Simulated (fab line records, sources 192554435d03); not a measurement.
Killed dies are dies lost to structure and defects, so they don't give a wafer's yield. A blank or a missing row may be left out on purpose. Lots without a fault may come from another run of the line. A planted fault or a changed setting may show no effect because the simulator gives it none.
fab line records | flow n5_finfet
record lots=7 wafers=21 last_day=17
route steps=1938 shown BEOL_M5@1166 PASSIVATION@1936
lots that met no fault: from a run of the same line without faults
start_h: hours from the record's first day to the start of the lot's first wafer shown | wait_h: hours since the lot's step before | " the same as in the row above | L1.1+2: a row that stands for several wafers | - no value, or no start given | * or withheld: withheld | < > ~ a bound
route shown NAME@n: a module of which the file shows steps, and the number in the route of the first | usual: mean/standard deviation of fault-free wafers | same: alike in all rows | chamber/n: place in a boat | sites: the reading at each site | _std_site: their standard deviation | _edge_site: outer sites' mean less inner sites' | radius_mm: how far each site lies from the wafer's centre | mask NAME#n: copy n | behind: the tool/chamber that last shaped the wafer | hold: why the lot was held/for how many hours/how that ended | device: the transistor (n, p or np) that didn't switch | end of line: the same wafers' tests at the end of the route | a step without rows: its recipe alone | killed: dies lost to structure and defects at the first sort, not the wafer's yield | map: a wafer's dies, x killed, . not, _ none there
set.NAME: the setting as run; set.NAME@STEP: as run at that earlier step | model.NAME: the simulator's own value behind a step, which no gauge read
lots at some steps of the route; a table a step, a row a wafer
services: from which hour (start_h, from the record's first day; less than 0 if before it) a tool's chamber was out of use, for how many hours, and why
## steps
# step N5_BEOL_M5_PRECLEAN_42
# recipe chemistry=residue_remover time_s=60 temp_c=40
# step N5_BEOL_M5_SRD_43
# recipe time_s=30 temp_c=23 rinse_liquid=diw dry=ipa_marangoni
# step N5_BEOL_M5_CD_MEAS_35
# recipe target_cd_nm=28 target_cd_y_nm=24 polarity=opening
# usual cd_nm=28.1/0.31
# columns lot.wafer tool chamber start_h wait_h cd_nm
L168.1 cd_sem-02 - 195.36 0.0 27.6
L168.4 " - " " 27.5
L168.6 " - " " 27.8
L170.1 cd_sem-03 - 208.52 0.0 28.7
L170.4 " - " " 28.1
L170.5 " - " " 28.0
L172.3 cd_sem-02 - 218.51 0.0 28.1
L172.5 " - " " 28.3
L172.6 " - " " 27.8
L173.2 cd_sem-02 - 220.74 0.0 28.7
L173.4 " - " " 28.3
L173.5 " - " " 28.2
L174.2 cd_sem-01 - 232.29 0.0 27.4
L174.3 " - " " 28.0
L174.4 " - " " 27.5
L181.2 cd_sem-03 - 271.03 0.0 28.0
L181.4 " - " " 28.6
L181.6 " - " " 27.9
L187.1 cd_sem-01 - 305.53 0.0 28.3
L187.4 " - " " 27.4
L187.5 " - " " 28.9
# step N5_BEOL_M5_CURE_80
# recipe temp_c=370 time_s=120 ambient=DMADMS/He material=SiCOH_lowk
# usual lamp_power_pct=52.31/0.058 wafer_temp_C_max=371.9/0.6
# columns lot.wafer tool chamber start_h wait_h lamp_power_pct wafer_temp_C_max
L168.1 uv_cure-03 1 195.40 0.0 52.27 372.8
L168.4 " 1 " " 52.34 372.0
L168.6 " 1 " " 52.34 372.2
L170.1 uv_cure-01 2 208.56 0.0 52.27 371.2
L170.4 " 2 " " 52.31 371.5
L170.5 " 2 " " 52.31 371.2
L172.3 uv_cure-02 0 218.85 0.3 52.23 373.1
L172.5 " 0 " " 52.27 373.0
L172.6 " 0 " " 52.29 372.9
L173.2 uv_cure-02 2 221.31 0.6 52.25 372.8
L173.4 " 2 " " 52.36 372.7
L173.5 " 2 " " 52.29 373.2
L174.2 uv_cure-03 1 233.25 1.0 52.28 371.9
L174.3 " 1 " " 52.28 372.0
L174.4 " 1 " " 52.37 372.0
L181.2 uv_cure-02 2 271.12 0.1 52.29 371.9
L181.4 " 2 " " 52.35 371.9
L181.6 " 2 " " 52.14 371.2
L187.1 uv_cure-03 0 305.57 0.0 52.35 370.9
L187.4 " 0 " " 52.23 371.4
L187.5 " 0 " " 52.26 371.5
# step N5_BEOL_M5_DEGAS_44
# recipe ambient=vacuum temp_c=250 time_s=60
# usual heater_power_w=353/29
# columns lot.wafer tool chamber start_h wait_h heater_power_w
L168.1 pvd_sputter-02 - 196.06 0.6 341
L168.4 " - " " 374
L168.6 " - " " 343
L170.1 pvd_sputter-01 - 208.94 0.3 340
L170.4 " - " " 341
L170.5 " - " " 382
L172.3 pvd_sputter-03 - 219.13 0.2 335
L172.5 " - " " 331
L172.6 " - " " 304
L173.2 pvd_sputter-02 - 223.63 2.2 345
L173.4 " - " " 380
L173.5 " - " " 342
L174.2 pvd_sputter-01 - 233.84 0.5 379
L174.3 " - " " 342
L174.4 " - " " 335
L181.2 pvd_sputter-01 - 271.78 0.6 384
L181.4 " - " " 341
L181.6 " - " " 375
L187.1 pvd_sputter-01 - 305.89 0.3 336
L187.4 " - " " 384
L187.5 " - " " 279
# step N5_BEOL_M5_PRE_CLEAN_45
# recipe gas=H2/He time_s=30 temp_c=250
# usual heater_power_w=353/29
# columns lot.wafer tool chamber start_h wait_h heater_power_w
L168.1 pvd_sputter-02 - 196.10 0.0 335
L168.4 " - " " 380
L168.6 " - " " 346
L170.1 pvd_sputter-01 - 208.98 0.0 341
L170.4 " - " " 334
L170.5 " - " " 374
L172.3 pvd_sputter-03 - 219.17 0.0 329
L172.5 " - " " 324
L172.6 " - " " 311
L173.2 pvd_sputter-02 - 223.67 0.0 340
L173.4 " - " " 367
L173.5 " - " " 333
L174.2 pvd_sputter-01 - 233.88 0.0 381
L174.3 " - " " 343
L174.4 " - " " 334
L181.2 pvd_sputter-01 - 271.82 0.0 382
L181.4 " - " " 343
L181.6 " - " " 382
L187.1 pvd_sputter-01 - 305.93 0.0 334
L187.4 " - " " 380
L187.5 " - " " 283
# step N5_BEOL_M5_ALD_86
# recipe material=TaN target_thk_a=* temp_c=275 ald_precursor_family=PDMAT ald_co_reactant=NH3 pressure_torr=3 carrier_flow_sccm=1500 pulse_time_s=2 purge_time_s=3 co_reactant_purge_time_s=2 co_reactant_pulse_time_s=3 ald_cycles=30 precursor_vessel_temp_c=75 precursor_vessel_pressure_torr=26.25 precursor_vessel_carrier_sccm=1000
# usual heater_power_w=413/27
# columns lot.wafer tool chamber start_h wait_h heater_power_w
L168.1 ald_metal-04 3 196.39 0.3 399
L168.4 " 0 " " 407
L168.6 " 0 " " 398
L170.1 ald_metal-04 3 209.05 0.1 391
L170.4 " 1 " " 423
L170.5 " 2 " " 373
L172.3 ald_metal-04 2 219.23 0.0 381
L172.5 " 0 " " 409
L172.6 " 1 " " 428
L173.2 ald_metal-04 0 223.79 0.1 398
L173.4 " 3 " " 396
L173.5 " 2 " " 359
L174.2 ald_metal-04 2 233.94 0.0 372
L174.3 " 3 " " 396
L174.4 " 0 " " 404
L181.2 ald_metal-04 2 271.88 0.0 366
L181.4 " 1 " " 425
L181.6 " 1 " " 431
L187.1 ald_metal-04 0 306.22 0.3 395
L187.4 " 2 " " 360
L187.5 " 2 " " 377
# step N5_BEOL_M5_SURFACE_TREAT_87
# recipe gas=Ar time_s=* ion_energy_ev=* ion_current_ma_cm2=0.5 pressure_mtorr=* ar_flow_sccm=30
# step N5_BEOL_M5_CVD_47
# recipe material=Co target_thk_a=30 temp_c=withheld precursor=CCTBA/H2 pressure_torr=30 time_s=216
# step N5_BEOL_M5_SPUTTER_48
# recipe material=Cu target_thk_a=150 temp_c=-20 chamber_pressure_pa=0.07 power_w=withheld time_s=27.62
# step N5_BEOL_M5_ANNEAL_49
# recipe temp_c=400 time_s=1800 ambient=vacuum
# step N5_BEOL_M5_SPUTTER_81
# recipe material=Cu target_thk_a=150 temp_c=-20 chamber_pressure_pa=0.07 power_w=withheld time_s=27.62
# usual throttle_valve_pct=30.1/1.4
# columns lot.wafer tool chamber start_h wait_h throttle_valve_pct
L168.1 pvd_sputter-03 - 198.83 0.5 29.7
L168.4 " - " " 31.4
L168.6 " - " " 28.9
L170.1 pvd_sputter-01 - 210.59 0.5 28.5
L170.4 " - " " 30.1
L170.5 " - " " 28.3
L172.3 pvd_sputter-01 - 220.77 0.5 30.9
L172.5 " - " " 30.7
L172.6 " - " " 28.5
L173.2 pvd_sputter-01 - 225.50 0.5 28.4
L173.4 " - " " 28.5
L173.5 " - " " 28.2
L174.2 pvd_sputter-01 - 235.59 0.5 31.0
L174.3 " - " " 28.5
L174.4 " - " " 29.6
L181.2 pvd_sputter-01 - 273.67 0.5 29.9
L181.4 " - " " 28.7
L181.6 " - " " 28.3
L187.1 pvd_sputter-03 - 308.08 0.5 29.8
L187.4 " - " " 31.4
L187.5 " - " " 32.0
# step N5_BEOL_M5_ANNEAL_82
# recipe temp_c=400 time_s=1800 ambient=vacuum
# usual heater_power_w=868/77 susceptor_temp_C=400.00/0.22
# columns lot.wafer tool chamber start_h wait_h heater_power_w susceptor_temp_C
L168.1 pvd_sputter-03 - 198.91 0.0 983 400.06
L168.4 " - " " 842 400.12
L168.6 " - " " 761 400.28
L170.1 pvd_sputter-01 - 210.67 0.0 688 399.92
L170.4 " - " " 865 399.97
L170.5 " - " " 723 399.83
L172.3 pvd_sputter-01 - 220.85 0.0 - -
L172.5 " - " " - -
L172.6 " - " " - -
L173.2 pvd_sputter-01 - 225.58 0.0 - -
L173.4 " - " " - -
L173.5 " - " " - -
L174.2 pvd_sputter-01 - 235.67 0.0 - -
L174.3 " - " " - -
L174.4 " - " " - -
L181.2 pvd_sputter-01 - 273.75 0.0 828 400.11
L181.4 " - " " 919 399.85
L181.6 " - " " 940 399.66
L187.1 pvd_sputter-03 - 308.16 0.0 945 400.25
L187.4 " - " " 836 399.93
L187.5 " - " " 903 400.06
# step N5_BEOL_M5_SPUTTER_83
# recipe material=Cu target_thk_a=150 temp_c=-20 chamber_pressure_pa=0.07 power_w=withheld time_s=27.62
# step N5_PASSIVATION_PROBE_49
# usual defect_limited_yield=91.5/1.4 killed_at_M0_to_M3=32/9.7 killed_at_M4_up=14/5.3 killed_at_contacts=11/6 killed_at_front_end=39/14 killed_at_other=3.3/2.7 killed_dies=100/17 killed_open=66/13 killed_short=32/7.4 sort_bin_5_function=4.9/0.9 sort_bin_6_memory=3.2/0.72 sort_n_pass=1080/17 sort_yield_pct=91.5/1.4
# same gross_dies=1180 killed_at_back_side=0 sort_bin_4_leakage[%]=0 sort_bin_8_speed[%]=0
# columns lot.wafer tool chamber start_h wait_h defect_limited_yield[%] killed_at_M0_to_M3 killed_at_M4_up killed_at_contacts killed_at_front_end killed_at_other killed_dies killed_open killed_short sort_bin_5_function[%] sort_bin_6_memory[%] sort_n_pass sort_yield_pct[%]
L168.1 prober-02 - 287.97 0.0 90.8 37 17 5 50 0 109 52 50 4.9 3.2 1071 90.8
L168.4 prober-02 - 288.12 0.2 93.0 29 12 8 32 2 83 55 26 4.7 1.9 1097 93.0
L168.6 prober-02 - 288.22 0.3 88.6 27 13 18 74 2 134 78 51 6.2 4.5 1046 88.6
L170.1 prober-02 - 305.13 0.0 92.8 33 19 10 17 6 85 50 32 3.6 3.5 1095 92.8
L170.4 prober-02 - 305.28 0.2 92.5 31 14 13 20 10 88 59 28 4.2 2.8 1092 92.5
L170.5 prober-02 - 305.33 0.2 92.5 39 22 7 21 0 89 62 26 4.6 2.6 1091 92.5
L172.3 prober-02 - 311.43 0.1 91.1 26 17 11 50 1 105 64 35 5.1 3.2 1075 91.1
L172.5 prober-02 - 311.53 0.2 91.1 21 11 12 61 0 105 73 31 4.9 3.7 1075 91.1
L172.6 prober-02 - 311.58 0.3 89.0 38 10 18 57 7 130 70 42 5.9 3.6 1050 89.0
L173.2 prober-02 - 322.86 0.1 92.5 34 16 11 28 0 89 58 30 4.2 3.2 1091 92.5
L173.4 prober-02 - 322.96 0.2 91.9 45 8 16 24 2 95 59 35 5.0 2.8 1085 91.9
L173.5 prober-02 - 323.01 0.2 91.0 24 24 26 32 0 106 78 27 5.2 3.6 1074 91.0
L174.2 prober-01 - 328.74 0.1 92.6 20 21 8 33 5 87 59 27 4.2 3.0 1093 92.6
L174.3 prober-01 - 328.79 0.1 92.5 16 11 9 52 1 89 61 26 4.1 3.1 1091 92.5
L174.4 prober-01 - 328.84 0.2 91.9 16 8 12 54 5 95 63 30 4.9 2.9 1085 91.9
L181.2 prober-01 - 367.98 0.1 91.4 29 3 9 57 4 102 53 37 4.7 2.9 1078 91.4
L181.4 prober-01 - 368.08 0.2 91.8 32 10 11 42 2 97 65 30 5.6 2.6 1083 91.8
L181.6 prober-01 - 368.18 0.3 89.4 44 10 5 65 1 125 60 55 5.5 4.1 1055 89.4
L187.1 prober-01 - 402.96 0.0 93.0 23 17 8 31 4 83 60 21 5.0 1.9 1097 93.0
L187.4 prober-01 - 403.11 0.2 94.2 30 5 7 25 1 68 39 28 3.3 2.0 1112 94.2
L187.5 prober-01 - 403.16 0.2 92.0 25 11 18 36 4 94 66 28 4.4 3.3 1086 92.0
# killed by level:class
L168.1 FIN_SAQP:geometric_particle:short=16 BEOL_M0_SAQP:geometric_particle:short=12 BEOL_M0_SAQP:geometric_particle:open=12 GATE_CUT:geometric_particle:short=9 STI_FIN_REVEAL:geometric_particle:open=6 BEOL_M3:geometric_particle:open=5 HKMG_FIN:area_etch=5 FIN_SAQP:geometric_particle:open=4
L168.4 BEOL_M0_SAQP:geometric_particle:open=7 BEOL_M4:geometric_particle:open=7 MOL_CONTACT_COAG:geometric_particle:open=6 BEOL_M2:geometric_particle:open=6 BEOL_M3:geometric_particle:open=6 FIN_SAQP:geometric_particle:short=5 GATE_CUT:geometric_particle:open=5 GATE_CUT:geometric_particle:short=5
L168.6 STI_FIN_REVEAL:geometric_particle:open=25 FIN_SAQP:geometric_particle:short=14 MOL_CONTACT_COAG:geometric_particle:open=13 FIN_SAQP:geometric_particle:open=8 BEOL_M0_SAQP:geometric_particle:open=8 STI_FIN_REVEAL:geometric_particle:short=6 BEOL_M0_SAQP:geometric_particle:short=6 MOL_CONTACT_COAG:geometric_particle:short=5
L170.1 BEOL_M4:geometric_particle:open=10 MOL_CONTACT_COAG:geometric_particle:open=9 BEOL_M3:geometric_particle:short=6 BEOL_M0_SAQP:geometric_particle:short=5 BEOL_M1:geometric_particle:open=5 BEOL_M3:geometric_particle:open=5 STI_FIN_REVEAL:geometric_particle:open=4 STARTING-WAFER:geometric_particle:short=4
L170.4 MOL_CONTACT_COAG:geometric_particle:open=9 STI_FIN_REVEAL:geometric_particle:open=7 BEOL_M0:geometric_particle:open=6 BEOL_M3:geometric_particle:open=6 BEOL_M4:geometric_particle:open=6 BEOL_M1:geometric_particle:open=5 BEOL_M2:geometric_particle:short=5 GATE_CUT:geometric_particle:short=4
L170.5 BEOL_M1:geometric_particle:open=11 STI_FIN_REVEAL:geometric_particle:open=10 BEOL_M0_SAQP:geometric_particle:short=8 BEOL_M4:geometric_particle:open=7 MOL_CONTACT_COAG:geometric_particle:open=6 BEOL_M0:geometric_particle:open=6 BEOL_M2:geometric_particle:open=6 BEOL_M5:geometric_particle:open=4
L172.3 MOL_CONTACT_COAG:geometric_particle:open=8 STI_FIN_REVEAL:geometric_particle:open=7 FIN_SAQP:geometric_particle:short=6 FIN_SAQP:geometric_particle:open=6 DUMMY_GATE:geometric_particle:open=6 GATE_CUT:geometric_particle:short=6 BEOL_M0_SAQP:geometric_particle:short=6 BEOL_M4:geometric_particle:open=6
L172.5 FIN_SAQP:geometric_particle:open=19 FIN_SAQP:geometric_particle:short=13 STI_FIN_REVEAL:geometric_particle:open=13 MOL_CONTACT_COAG:geometric_particle:open=10 STARTING-WAFER:geometric_particle:open=4 DUMMY_GATE:geometric_particle:open=4 BEOL_M0_SAQP:geometric_particle:short=4 BEOL_M1:geometric_particle:open=4
L172.6 HKMG_FIN:area_etch=15 MOL_CONTACT_COAG:geometric_particle:open=14 BEOL_M0_SAQP:geometric_particle:short=11 FIN_SAQP:geometric_particle:short=8 STI_FIN_REVEAL:geometric_particle:open=8 FIN_SAQP:geometric_particle:open=7 BEOL_M3:geometric_particle:open=7 BEOL_M0_SAQP:geometric_particle:open=7
L173.2 BEOL_M2:geometric_particle:open=9 BEOL_M3:geometric_particle:open=9 FIN_SAQP:geometric_particle:open=7 MOL_CONTACT_COAG:geometric_particle:open=7 FIN_SAQP:geometric_particle:short=6 BEOL_M4:geometric_particle:open=5 STI_FIN_REVEAL:geometric_particle:open=4 DUMMY_GATE:geometric_particle:open=4
L173.4 MOL_CONTACT_COAG:geometric_particle:open=12 BEOL_M0_SAQP:geometric_particle:short=10 BEOL_M2:geometric_particle:open=8 STI_FIN_REVEAL:geometric_particle:open=7 BEOL_M0_SAQP:geometric_particle:open=7 BEOL_M3:geometric_particle:open=6 BEOL_M1:geometric_particle:open=5 MOL_CONTACT_COAG:geometric_particle:short=4
L173.5 MOL_CONTACT_COAG:geometric_particle:open=16 BEOL_M4:geometric_particle:open=14 STI_FIN_REVEAL:geometric_particle:open=10 MOL_CONTACT_COAG:geometric_particle:short=10 BEOL_M3:geometric_particle:open=7 STARTING-WAFER:geometric_particle:open=7 BEOL_M2:geometric_particle:open=6 FIN_SAQP:geometric_particle:short=3
L174.2 STI_FIN_REVEAL:geometric_particle:open=11 BEOL_M4:geometric_particle:open=8 DUMMY_GATE:geometric_particle:open=7 MOL_CONTACT_COAG:geometric_particle:open=7 BEOL_M3:geometric_particle:open=6 FIN_SAQP:geometric_particle:short=4 STI_FIN_REVEAL:geometric_particle:short=4 BEOL_M1:geometric_particle:open=3
L174.3 STI_FIN_REVEAL:geometric_particle:open=16 FIN_SAQP:geometric_particle:short=11 FIN_SAQP:geometric_particle:open=11 MOL_CONTACT_COAG:geometric_particle:open=8 BEOL_M4:geometric_particle:open=5 BEOL_M0_SAQP:geometric_particle:short=4 BEOL_M2:geometric_particle:open=4 DUMMY_GATE:geometric_particle:open=3
L174.4 STI_FIN_REVEAL:geometric_particle:open=17 FIN_SAQP:geometric_particle:open=14 MOL_CONTACT_COAG:geometric_particle:open=10 FIN_SAQP:geometric_particle:short=6 STI_FIN_REVEAL:geometric_particle:short=5 BEOL_M0_SAQP:geometric_particle:open=4 GATE_CUT:geometric_particle:open=3 BEOL_M0_SAQP:geometric_particle:short=3
L181.2 FIN_SAQP:geometric_particle:short=14 FIN_SAQP:geometric_particle:open=8 MOL_CONTACT_COAG:geometric_particle:open=8 BEOL_M0_SAQP:geometric_particle:short=8 BEOL_M0_SAQP:geometric_particle:open=8 HKMG_FIN:area_etch=8 DUMMY_GATE:geometric_particle:open=7 BEOL_M2:geometric_particle:open=6
L181.4 STI_FIN_REVEAL:geometric_particle:open=13 MOL_CONTACT_COAG:geometric_particle:open=8 BEOL_M0_SAQP:geometric_particle:open=7 FIN_SAQP:geometric_particle:open=6 BEOL_M2:geometric_particle:open=6 BEOL_M0_SAQP:geometric_particle:short=5 FIN_SAQP:geometric_particle:short=3 DUMMY_GATE:geometric_particle:open=3
L181.6 FIN_SAQP:geometric_particle:short=20 BEOL_M0_SAQP:geometric_particle:open=17 STI_FIN_REVEAL:geometric_particle:open=13 BEOL_M0_SAQP:geometric_particle:short=11 FIN_SAQP:geometric_particle:open=8 HKMG_FIN:area_etch=8 BEOL_M1:geometric_particle:open=4 BEOL_M2:geometric_particle:short=4
L187.1 STI_FIN_REVEAL:geometric_particle:open=13 BEOL_M4:geometric_particle:open=8 BEOL_M3:geometric_particle:open=8 FIN_SAQP:geometric_particle:open=7 MOL_CONTACT_COAG:geometric_particle:open=5 FIN_SAQP:geometric_particle:short=3 MOL_CONTACT_COAG:geometric_particle:short=3 BEOL_M0_SAQP:geometric_particle:open=3
L187.4 BEOL_M1:geometric_particle:open=7 FIN_SAQP:geometric_particle:open=6 BEOL_M0_SAQP:geometric_particle:short=6 FIN_SAQP:geometric_particle:short=5 MOL_CONTACT_COAG:geometric_particle:open=5 BEOL_M1:geometric_particle:short=5 GATE_CUT:geometric_particle:short=4 BEOL_M4:geometric_particle:open=4
L187.5 MOL_CONTACT_COAG:geometric_particle:open=16 BEOL_M2:geometric_particle:open=6 BEOL_M3:geometric_particle:open=6 STI_FIN_REVEAL:geometric_particle:open=5 GATE_CUT:geometric_particle:short=5 BEOL_M5:geometric_particle:open=5 STARTING-WAFER:geometric_particle:open=5 DUMMY_GATE:geometric_particle:open=4
## services
# columns tool chamber start_h hours kind
uv_cure-01 - 215.37 28.1 pm
ald_metal-04 - 240.61 4.3 pm
ald_metal-04 0 281.30 1.5 repair
uv_cure-02 - 289.28 1.5 repair
uv_cure-03 - 294.98 7.5 pm
uv_cure-02 - 303.77 1.3 repair
uv_cure-01 - 308.01 1.1 repair
ald_metal-04 0 308.46 3.1 repair
## key
first_sign step=N5_BEOL_M5_ANNEAL_82 reading=tool_record direction=missing
effect none on later readings
met_at N5_BEOL_M5_ANNEAL_82
struck_wafers L172.3,L172.5,L172.6,L173.2,L173.4,L173.5,L174.2,L174.3,L174.4
baseline_loss step=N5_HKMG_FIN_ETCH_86 wafers=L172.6
onset_between 210.67 220.85
fault kind=skipped_step_whole tool=pvd_sputter-01 chamber=- onset_h=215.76 steps=N5_BEOL_M5_ANNEAL_82 scope=struck_lots_only
# baseline_loss: these wafers lose ten dies or more at that step, a loss of the line's own and not of a fault; the sort's usual values leave them out
